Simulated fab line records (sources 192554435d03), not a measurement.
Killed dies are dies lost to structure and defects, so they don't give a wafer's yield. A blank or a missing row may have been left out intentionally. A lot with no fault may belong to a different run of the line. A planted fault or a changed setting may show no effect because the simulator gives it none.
fab line records ; flow n5-finfet
record lots=7; wafers=21
route steps=1938 shown PASSIVATION@1922
start-h: hours from the record's first day to the start of the lot's first wafer shown ; wait-h: hours elapsed since this lot's preceding step ; " unchanged from the row above ; L1.1+2: one row covering several wafers at once ; - no value, or no start given ; * or withheld: withheld ; < > ~ a bound
route shown NAME@n: names a module that has steps shown in the file, with the first one's number in the route ; usual: mean/standard deviation taken from wafers without a fault ; same: alike in all rows ; chamber/n: place in a boat ; sites: per-site readings ; _std_site: standard deviation across them ; _edge_site: inner sites' mean taken away from outer sites' mean ; radius-mm: how far each site lies from the wafer's centre ; mask NAME#n: copy n ; behind: the last tool/chamber to shape the wafer ; hold: the reason the lot was held/the length of the hold in hours/how it ended ; device: which transistor (n, p or np) failed to switch ; end of line: the tests these same wafers got at the end of their route ; step lacking rows: just its recipe ; killed: dies that structure and defects cost at the first sort, which is not the same as the wafer's yield ; map: dies across one wafer; x = killed, . = not, _ = none there
set.NAME: the run value of the setting; set.NAME@STEP: its run value at that earlier step ; model.NAME: the simulator's own value behind a step, which no gauge read
one table per step and one row per wafer, for lots whose settings were changed on purpose
## steps
# step N5_PASSIVATION_PEB_42
# recipe peb-temp-c=withheld; peb-time-s=*
lot.wafer;tool;chamber;start-h;wait-h;set.peb-time-s
L074.2+4+6;litho-track-03;0;286.18;0.0;*
L076.1+4+6;litho-track-01;0;295.88;0.1;*
L080.1+4+5;litho-track-03;0;322.43;0.1;*
L089.1;litho-track-03;0;399.85;0.1;*
L089.3+5;litho-track-03;0;399.85;0.1;*
L083.1+5;litho-track-02;0;405.06;0.1;*
L083.3;litho-track-02;0;405.06;0.1;*
L097.1;litho-track-02;0;450.78;0.1;*
L097.2+5;litho-track-02;0;450.78;0.1;*
L096.3;litho-track-02;0;468.71;0.0;*
L096.5+6;litho-track-02;0;468.71;0.0;*
# step N5_PASSIVATION_DEVELOP_43
# recipe develop-time-s=60; rinse-liquid=diw; dry=air-spin; dev-temp-c=21
# step N5_PASSIVATION_HARDBAKE_45
# recipe temp-c=130; time-s=120
# step N5_PASSIVATION_CD_MEAS_44
# recipe target-cd-nm=40000; landing-energy-ev=500; detector=se-inlens
# usual cd-nm=40000/3.5
lot.wafer;tool;chamber;start-h;wait-h;set.dose-mj@PASSIVATION_EXPOSE_41;cd-nm
L074.2;cd-sem-02;0;286.30;-;57.25;40000
L074.4;cd-sem-02;0;286.30;-;57.25;39995
L074.6;cd-sem-02;0;286.30;-;57.25;39999
L076.1;cd-sem-02;0;296.00;-;57.25;40000
L076.4;cd-sem-02;0;296.00;-;53.84;39974
L076.6;cd-sem-02;0;296.00;-;57.25;39998
L080.1;cd-sem-01;0;322.54;-;57.25;40000
L080.4;cd-sem-01;0;322.54;-;60.13;40015
L080.5;cd-sem-01;0;322.54;-;57.25;40000
L089.1;cd-sem-01;0;399.97;-;57.25;40009
L089.3;cd-sem-01;0;399.97;-;53.11;39979
L089.5;cd-sem-01;0;399.97;-;57.25;39999
L083.1;cd-sem-02;0;405.18;-;57.25;40007
L083.3;cd-sem-02;0;405.18;-;54.35;39993
L083.5;cd-sem-02;0;405.18;-;57.25;40006
L097.1;cd-sem-02;0;450.90;-;57.25;40005
L097.2;cd-sem-02;0;450.90;-;57.25;40014
L097.5;cd-sem-02;0;450.90;-;57.25;40008
L096.3;cd-sem-03;0;468.83;-;57.25;40000
L096.5;cd-sem-03;0;468.83;-;57.25;40006
L096.6;cd-sem-03;0;468.83;-;57.25;40003
# step N5_PASSIVATION_SRD_72
# recipe dry=ipa-marangoni; time-s=30; temp-c=23; rinse-liquid=diw
# step N5_PASSIVATION_ANNEAL_56
# recipe temp-c=400; time-s=1800; ambient=FGA; idle-temp-c=300; ramp-up-c-per-min=5; ramp-down-c-per-min=3
# step N5_PASSIVATION_PROBE_49
# usual defect-limited-yield=91.6/1.6; killed_at_M0_to_M3=32/9.7; killed_at_M4_up=13/4.4; killed-at-contacts=12/6.5; killed-at-front-end=38/12; killed-at-other=3.7/3; killed-dies=99/18; killed-open=66/14; killed-short=32/7.5; sort_bin_4_leakage=0/0; sort_bin_5_function=4.9/1; sort_bin_6_memory=3.2/0.73; sort_bin_8_speed=0/0; sort-n-pass=1081/18
# same gross-dies=1180; killed-at-back-side=0
lot.wafer;tool;chamber;start-h;wait-h;set.peb-time-s@PASSIVATION_PEB_42;defect-limited-yield[%];killed_at_M0_to_M3;killed_at_M4_up;killed-at-contacts;killed-at-front-end;killed-at-other;killed-dies;killed-open;killed-short;sort_bin_4_leakage[%];sort_bin_5_function[%];sort_bin_6_memory[%];sort_bin_8_speed[%];sort-n-pass
L074.2;prober-01;-;289.48;0.1;*;89.2;41;20;35;27;4;127;87;39;0;6.4;4.1;0;1053
L074.4;prober-01;-;289.58;0.2;*;91.8;32;13;25;27;0;97;70;25;0;5.8;2.1;0;1083
L074.6;prober-01;-;289.68;0.3;*;91.1;34;17;23;29;2;105;68;35;0;5.3;3.4;0;1075
L076.1;prober-01;-;299.13;0.0;*;85.3;40;8;16;105;4;173;85;30;0;9.6;5.0;0;1007
L076.4;prober-01;-;299.28;0.2;*;89.3;69;12;9;33;3;126;64;36;0;5.6;4.1;0.76;1054
L076.6;prober-01;-;299.38;0.3;*;87.0;81;16;9;45;2;153;100;31;0;7.5;5.2;0;1027
L080.1;prober-01;-;325.92;0.0;*;91.6;29;11;11;44;4;99;51;48;0;4.9;3.4;0;1081
L080.4;prober-01;-;326.07;0.2;*;77.0;18;14;10;229;0;271;46;21;0;3.3;2.5;0;909
L080.5;prober-01;-;326.12;0.2;*;91.5;37;13;18;28;4;100;64;34;0;4.7;3.6;0;1080
L089.1;prober-01;-;403.19;0.0;*;89.5;37;6;26;54;1;124;78;42;0;5.4;4.7;0;1056
L089.3;prober-01;-;403.29;0.1;*;92.7;26;11;10;39;0;86;58;25;0;4.3;2.7;0;1094
L089.5;prober-01;-;403.39;0.2;*;90.5;33;11;32;35;1;112;66;32;0;5.5;3.8;0;1068
L083.1;prober-02;-;408.31;0.0;*;59.9;24;402;18;28;1;473;55;25;0;37.6;2.5;0;707
L083.3;prober-02;-;408.41;0.1;*;52.9;31;496;2;25;2;556;53;21;0;44.9;1.9;0;624
L083.5;prober-02;-;408.51;0.2;*;63.4;20;379;7;20;6;432;37;23;0;34.7;1.8;0;748
L097.1;prober-02;-;454.09;0.0;*;90.8;34;12;14;47;2;109;62;40;0;5.0;3.4;0;1071
L097.2;prober-02;-;454.14;0.1;*;1.4;1069;23;16;53;2;1163;85;47;0;71.0;11.6;0;17
L097.5;prober-02;-;454.29;0.2;*;1.7;1093;19;12;33;3;1160;75;23;0;71.4;10.1;0;20
L096.3;prober-01;-;472.06;0.1;*;61.2;388;16;10;36;8;458;68;36;0;20.8;15.2;0;722
L096.5;prober-01;-;472.16;0.2;*;92.2;37;13;5;31;6;92;55;35;0.08;5.1;2.5;0;1087
L096.6;prober-01;-;472.21;0.3;*;90.0;46;17;6;41;8;118;88;30;0;6.0;3.8;0;1062
# killed by level:class
L074.2 MOL_CONTACT_COAG:geometric-particle:open=28 BEOL_M0_SAQP:geometric-particle:open=11 BEOL_M0_SAQP:geometric-particle:short=10 BEOL_M1:geometric-particle:open=8 MOL_CONTACT_COAG:geometric-particle:short=7 STARTING-WAFER:geometric-particle:open=6 BEOL_M2:geometric-particle:open=4 FIN_SAQP:geometric-particle:open=3
L074.4 MOL_CONTACT_COAG:geometric-particle:open=19 STI_FIN_REVEAL:geometric-particle:open=9 BEOL_M2:geometric-particle:open=7 BEOL_M0_SAQP:geometric-particle:open=6 MOL_CONTACT_COAG:geometric-particle:short=6 BEOL_M0_SAQP:geometric-particle:short=6 BEOL_M1:geometric-particle:open=5 BEOL_M3:geometric-particle:open=5
L074.6 MOL_CONTACT_COAG:geometric-particle:open=19 BEOL_M1:geometric-particle:open=11 BEOL_M0_SAQP:geometric-particle:open=6 BEOL_M0_SAQP:geometric-particle:short=6 FIN_SAQP:geometric-particle:open=5 DUMMY_GATE:geometric-particle:open=4 ILD0:geometric-particle:short=4 MOL_CONTACT_COAG:geometric-particle:short=4
L076.1 SDB:area-expose=57 MOL_CONTACT_COAG:geometric-particle:open=13 BEOL_M0:geometric-particle:open=10 BEOL_M1:geometric-particle:open=10 FIN_SAQP:geometric-particle:open=8 BEOL_M3:geometric-particle:open=7 GATE_CUT:geometric-particle:short=6 STI_FIN_REVEAL:geometric-particle:open=5
L076.4 BEOL_M1:area-expose=17 STI_FIN_REVEAL:geometric-particle:open=14 BEOL_M0_SAQP:geometric-particle:short=13 BEOL_M1:geometric-particle:open=11 BEOL_M1:area-ecd=9 BEOL_M0_SAQP:geometric-particle:open=8 MOL_CONTACT_COAG:geometric-particle:open=6 DUMMY_GATE:geometric-particle:open=5
L076.6 STI_FIN_REVEAL:geometric-particle:open=24 BEOL_M3:geometric-particle:open=24 BEOL_M1:area-expose=21 BEOL_M0_SAQP:geometric-particle:open=8 BEOL_M1:geometric-particle:open=7 BEOL_M0:geometric-particle:open=7 FIN_SAQP:geometric-particle:open=6 BEOL_M4:geometric-particle:open=6
L080.1 FIN_SAQP:geometric-particle:short=13 FIN_SAQP:geometric-particle:open=9 STI_FIN_REVEAL:geometric-particle:open=7 BEOL_M0_SAQP:geometric-particle:short=7 MOL_CONTACT_COAG:geometric-particle:open=6 BEOL_M1:geometric-particle:open=6 BEOL_M3:geometric-particle:open=6 GATE_CUT:geometric-particle:open=5
L080.4 SDB:area-expose=202 FIN_SAQP:geometric-particle:open=7 MOL_CONTACT_COAG:geometric-particle:open=7 BEOL_M3:geometric-particle:open=7 FIN_SAQP:geometric-particle:short=6 BEOL_M0_SAQP:geometric-particle:open=4 BEOL_M4:geometric-particle:open=4 BEOL_M1:geometric-particle:short=3
L080.5 MOL_CONTACT_COAG:geometric-particle:open=12 BEOL_M0_SAQP:geometric-particle:short=9 BEOL_M1:geometric-particle:open=7 BEOL_M2:geometric-particle:open=7 MOL_CONTACT_COAG:geometric-particle:short=6 STARTING-WAFER:geometric-particle:open=5 FIN_SAQP:geometric-particle:open=4 FIN_SAQP:geometric-particle:short=4
L089.1 MOL_CONTACT_COAG:geometric-particle:open=23 FIN_SAQP:geometric-particle:open=20 BEOL_M1:geometric-particle:open=11 FIN_SAQP:geometric-particle:short=10 BEOL_M0_SAQP:geometric-particle:short=7 GATE_CUT:geometric-particle:short=6 ILD0:geometric-particle:short=5 BEOL_M0_SAQP:geometric-particle:open=4
L089.3 FIN_SAQP:geometric-particle:open=17 MOL_CONTACT_COAG:geometric-particle:open=9 BEOL_M0_SAQP:geometric-particle:short=9 FIN_SAQP:geometric-particle:short=8 BEOL_M0_SAQP:geometric-particle:open=6 BEOL_M3:geometric-particle:open=5 STI_FIN_REVEAL:geometric-particle:open=4 DUMMY_GATE:geometric-particle:open=2
L089.5 MOL_CONTACT_COAG:geometric-particle:open=18 MOL_CONTACT_COAG:area-expose=13 BEOL_M3:geometric-particle:open=12 FIN_SAQP:geometric-particle:open=8 BEOL_M0_SAQP:geometric-particle:short=7 FIN_SAQP:geometric-particle:short=6 BEOL_M0_SAQP:geometric-particle:open=6 DUMMY_GATE:geometric-particle:open=4
L083.1 BEOL_M7:area-etch=391 MOL_CONTACT_COAG:geometric-particle:open=11 STI_FIN_REVEAL:geometric-particle:open=6 BEOL_M1:geometric-particle:open=6 BEOL_M3:geometric-particle:open=6 MOL_CONTACT_COAG:geometric-particle:short=5 FIN_SAQP:geometric-particle:open=4 DUMMY_GATE:geometric-particle:open=3
L083.3 BEOL_M7:area-etch=480 BEOL_M3:geometric-particle:open=13 BEOL_M1:geometric-particle:open=6 BEOL_M4:geometric-particle:open=5 GATE_CUT:geometric-particle:open=4 BEOL_M3:geometric-particle:short=4 FIN_SAQP:geometric-particle:short=3 FIN_SAQP:geometric-particle:open=3
L083.5 BEOL_M7:area-etch=368 BEOL_M2:geometric-particle:open=8 STI_FIN_REVEAL:geometric-particle:open=4 MOL_CONTACT_COAG:geometric-particle:open=4 BEOL_M4:geometric-particle:open=4 STARTING-WAFER:geometric-particle:short=4 MOL_CONTACT_COAG:geometric-particle:short=3 BEOL_M0_SAQP:geometric-particle:short=3
L097.1 MOL_CONTACT_COAG:geometric-particle:open=12 BEOL_M0_SAQP:geometric-particle:short=11 BEOL_M0_SAQP:geometric-particle:open=10 FIN_SAQP:geometric-particle:open=7 GATE_CUT:geometric-particle:short=6 STI_FIN_REVEAL:geometric-particle:open=5 DUMMY_GATE:geometric-particle:open=5 BEOL_M2:geometric-particle:open=5
L097.2 BEOL_M1:area-expose=1030 STI_FIN_REVEAL:geometric-particle:open=16 MOL_CONTACT_COAG:geometric-particle:open=14 BEOL_M4:geometric-particle:open=12 BEOL_M0_SAQP:geometric-particle:short=10 BEOL_M0_SAQP:geometric-particle:open=9 BEOL_M3:geometric-particle:open=9 GATE_CUT:geometric-particle:short=7
L097.5 BEOL_M1:area-expose=1058 BEOL_M0_SAQP:geometric-particle:open=13 MOL_CONTACT_COAG:geometric-particle:open=11 STI_FIN_REVEAL:geometric-particle:open=8 BEOL_M0_SAQP:geometric-particle:short=8 BEOL_M4:geometric-particle:open=8 FIN_SAQP:geometric-particle:open=6 BEOL_M2:geometric-particle:open=4
L096.3 BEOL_M1:area-expose=352 STI_FIN_REVEAL:geometric-particle:open=12 BEOL_M3:geometric-particle:open=10 BEOL_M4:geometric-particle:open=10 MOL_CONTACT_COAG:geometric-particle:short=7 BEOL_M2:geometric-particle:open=7 FIN_SAQP:geometric-particle:open=6 FIN_SAQP:geometric-particle:short=6
L096.5 BEOL_M2:geometric-particle:open=12 FIN_SAQP:geometric-particle:open=7 BEOL_M3:geometric-particle:open=7 STI_FIN_REVEAL:geometric-particle:open=7 BEOL_M4:geometric-particle:open=6 BEOL_M1:geometric-particle:short=5 FIN_SAQP:geometric-particle:short=4 GATE_CUT:geometric-particle:short=4
L096.6 BEOL_M3:geometric-particle:open=15 STI_FIN_REVEAL:geometric-particle:open=14 BEOL_M1:geometric-particle:open=12 BEOL_M4:geometric-particle:open=11 FIN_SAQP:geometric-particle:short=9 DUMMY_GATE:geometric-particle:open=8 MOL_CONTACT_COAG:geometric-particle:open=5 FIN_SAQP:geometric-particle:open=4
## key
split step=N5_PASSIVATION_PEB_42; setting=peb-time-s; stated=*; by=wafer
response step=N5_PASSIVATION_PROBE_49; reading=defect-limited-yield; shape=bent; at-lowest=61.2; at-stated=85.8; at-highest=89.5
response step=N5_PASSIVATION_PROBE_49; reading=killed-dies; shape=bent; at-lowest=458; at-stated=167; at-highest=124
response step=N5_PASSIVATION_PROBE_49; reading=sort_bin_5_function; shape=bent; at-lowest=20.8; at-stated=9.5; at-highest=5.4
response step=N5_PASSIVATION_PROBE_49; reading=sort-n-pass; shape=bent; at-lowest=722; at-stated=1013; at-highest=1056
split outside-this-file step=N5_PASSIVATION_EXPOSE_41 setting=dose-mj
# split outside-this-file: this setting was split too, and the file shows its column; the key of that split is in another file
